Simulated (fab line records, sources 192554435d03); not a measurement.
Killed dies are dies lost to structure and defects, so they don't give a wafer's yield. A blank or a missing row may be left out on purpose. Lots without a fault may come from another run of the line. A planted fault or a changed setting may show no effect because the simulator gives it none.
One fault seen from 2 desks | flow n5_finfet | each desk has only its own numbers; what lay behind them comes last

THE METROLOGY DESK
What the gauges read, lot by lot, whatever tool the lot ran on: means of the sampled wafers that have a number. A lot is out of limits, marked OUT, if its mean lies more than 4 standard deviations from the usual mean; the brackets give that distance.
Columns: A = cd_nm at N5_BEOL_M13_CD_MEAS_10, usual 189.4 nm
lot  | first seen here | A
L872 | day 12 18:47    | 188.4
L880 | day 14 12:53    | 190.7
L882 | day 14 20:38    | 190.4
L883 | day 15 22:07    | 190.5
L886 | day 16 23:43    | 187.6
L889 | day 17 03:35    | 189.3
L888 | day 17 15:40    | 189.4
L892 | day 18 08:29    | 188.0
L890 | day 18 09:05    | 187.5
L891 | day 18 09:40    | 187.8
This desk's finding: nothing out of limits on any of the 10 lots.

THE TOOL OWNER'S DESK: pvd_sputter-02
The tool's own readings at N5_BEOL_M12_SPUTTER_43 (material TaN, target thk 15 nm, time 24.19 s): means of the sampled wafers that have a number, for each lot that ran on this tool. A lot is out of limits, marked OUT, if its mean lies more than 4 standard deviations from the usual mean; the brackets give that distance.
Columns: A = cathode_dc_power_W at N5_BEOL_M12_SPUTTER_43, usual 15000 W; B = throttle_valve_pct at N5_BEOL_M12_SPUTTER_43, usual 30.7 %
lot  | first seen here | A                       | B
L872 | day 12 17:07    | 14995                   | 30.8
L880 | day 14 10:53    | 14432 (-99 or more) OUT | 30.5
L882 | day 14 18:56    | 14431 (-99 or more) OUT | 30.8
L890 | day 18 07:25    | 15000                   | 30.7
L891 | day 18 07:56    | 15002                   | 31.6
This desk's finding: out of limits on L880, L882; first on L880, day 14 10:53 (cathode_dc_power_W at N5_BEOL_M12_SPUTTER_43). In limits: L872, L890, L891.

PUT TOGETHER
The tool owner's desk could have raised an alarm at day 14 10:53, on L880, L882.
The metrology desk saw nothing out of limits.
The metrology desk has L880, L882 on record, within its limits.
Of the lots named, all ran N5_BEOL_M12_SPUTTER_43 on pvd_sputter-02.

WHAT THE SIMULATOR HAD PUT IN
Process parameter drift: pvd_sputter-02, from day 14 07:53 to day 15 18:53, at N5_BEOL_M12_SPUTTER_43. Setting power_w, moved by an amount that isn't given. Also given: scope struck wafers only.
Lots struck among those shown: L880, L882.
Hours from the fault's start to each desk's first reading out of limits: the tool owner's desk, 3.
